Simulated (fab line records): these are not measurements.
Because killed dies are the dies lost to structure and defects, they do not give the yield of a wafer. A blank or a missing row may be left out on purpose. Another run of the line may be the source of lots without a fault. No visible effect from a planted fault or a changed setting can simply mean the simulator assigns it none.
Chamber matching :: flow n5 finfet :: N5_MOL_CONTACT_COAG_ETCHBACK_134 on rie diel-02 has 4 sister chambers
The step etches SiO2 in CHF3, target depth 10 nm, time 6.7 s. 18 wafers are shown with their chamber, then 9 later ones without.

== EACH WAFER AND ITS CHAMBER ==
wafer: L075.3
chamber: 3
showerhead plenum p Torr (Torr): 2.42
drypump motor current A (A): 4.9
rf vpp V (V): 528

wafer: L075.4
chamber: 2
showerhead plenum p Torr (Torr): 2.54
drypump motor current A (A): 5.8
rf vpp V (V): 512

wafer: L075.6
chamber: 0
showerhead plenum p Torr (Torr): 2.28
drypump motor current A (A): 6.1
rf vpp V (V): 549

wafer: L076.1
chamber: 2
showerhead plenum p Torr (Torr): 2.54
drypump motor current A (A): 5.8
rf vpp V (V): 512

wafer: L076.2
chamber: 0
showerhead plenum p Torr (Torr): 2.28
drypump motor current A (A): 6.2
rf vpp V (V): 551

wafer: L076.6
chamber: 2
showerhead plenum p Torr (Torr): 2.54
drypump motor current A (A): 5.8
rf vpp V (V): 510

wafer: L080.1
chamber: 0
showerhead plenum p Torr (Torr): 2.28
drypump motor current A (A): 6.1
rf vpp V (V): 551

wafer: L080.2
chamber: 2
showerhead plenum p Torr (Torr): 2.54
drypump motor current A (A): 5.8
rf vpp V (V): 512

wafer: L080.6
chamber: 3
showerhead plenum p Torr (Torr): 2.41
drypump motor current A (A): 4.9
rf vpp V (V): 526

wafer: L082.2
chamber: 0
showerhead plenum p Torr (Torr): 2.28
drypump motor current A (A): 6.1
rf vpp V (V): 551

wafer: L082.4
chamber: 3
showerhead plenum p Torr (Torr): 2.41
drypump motor current A (A): 4.8
rf vpp V (V): 528

wafer: L082.5
chamber: 2
showerhead plenum p Torr (Torr): 2.53
drypump motor current A (A): 5.8
rf vpp V (V): 512

wafer: L087.3
chamber: 2
showerhead plenum p Torr (Torr): 2.53
drypump motor current A (A): 5.8
rf vpp V (V): 512

wafer: L087.4
chamber: 3
showerhead plenum p Torr (Torr): 2.41
drypump motor current A (A): 4.9
rf vpp V (V): 527

wafer: L087.6
chamber: 3
showerhead plenum p Torr (Torr): 2.41
drypump motor current A (A): 4.9
rf vpp V (V): 528

wafer: L092.1
chamber: 3
showerhead plenum p Torr (Torr): 2.40
drypump motor current A (A): 4.9
rf vpp V (V): 528

wafer: L092.3
chamber: 0
showerhead plenum p Torr (Torr): 2.27
drypump motor current A (A): 6.1
rf vpp V (V): 550

wafer: L092.4
chamber: 1
showerhead plenum p Torr (Torr): 2.40
drypump motor current A (A): 5.2
rf vpp V (V): 534

SIGNATURES, as means of the wafers listed above
reading: showerhead plenum p Torr
chamber 0: 2.2780
chamber 1: 2.4000
chamber 2: 2.5367
chamber 3: 2.4100
scatter within a chamber: 0.00543

reading: drypump motor current A
chamber 0: 6.120
chamber 1: 5.200
chamber 2: 5.800
chamber 3: 4.883
scatter within a chamber: 0.0342

reading: rf vpp V
chamber 0: 550.40
chamber 1: 534.00
chamber 2: 511.67
chamber 3: 527.50
scatter within a chamber: 0.847
Rule: for a wafer and a chamber, the distance is found by dividing, reading by reading, the gap between the wafer's reading and the chamber's mean by the reading's scatter, squaring, summing and taking the root. The wafer belongs to the nearest chamber; if the next one is less than 2 further off, it can't be placed. How the scatter is found: for the shown wafers, subtract from each reading the mean of its chamber, square and add these, divide the total by (wafers less chambers), then take the root.

== WAFERS WHOSE CHAMBER IS MISSING ==
wafer: L094.1
showerhead plenum p Torr (Torr): 2.40
drypump motor current A (A): 4.8
rf vpp V (V): 526

wafer: L094.3
showerhead plenum p Torr (Torr): 2.52
drypump motor current A (A): 5.8
rf vpp V (V): 511

wafer: L094.5
showerhead plenum p Torr (Torr): 2.40
drypump motor current A (A): 5.2
rf vpp V (V): 533

wafer: L095.4
showerhead plenum p Torr (Torr): 2.40
drypump motor current A (A): 4.9
rf vpp V (V): 527

wafer: L095.5
showerhead plenum p Torr (Torr): 2.40
drypump motor current A (A): 5.2
rf vpp V (V): 534

wafer: L095.6
showerhead plenum p Torr (Torr): 2.27
drypump motor current A (A): 6.1
rf vpp V (V): 550

wafer: L097.2
showerhead plenum p Torr (Torr): 2.40
drypump motor current A (A): 4.9
rf vpp V (V): 528

wafer: L097.3
showerhead plenum p Torr (Torr): 2.40
drypump motor current A (A): 5.2
rf vpp V (V): 535

wafer: L097.5
showerhead plenum p Torr (Torr): 2.40
drypump motor current A (A): 4.9
rf vpp V (V): 527

== THE CHAMBER EACH PASSED THROUGH ==
wafer: L094.1
from the rows above: 3
in truth: 3

wafer: L094.3
from the rows above: 2
in truth: 2

wafer: L094.5
from the rows above: 1
in truth: 1

wafer: L095.4
from the rows above: 3
in truth: 3

wafer: L095.5
from the rows above: 1
in truth: 1

wafer: L095.6
from the rows above: 0
in truth: 0

wafer: L097.2
from the rows above: 3
in truth: 3

wafer: L097.3
from the rows above: 1
in truth: 1

wafer: L097.5
from the rows above: 3
in truth: 3
Correct placement for 9 of the 9. From these rows, 0 cannot be placed. 0 placed wrongly.
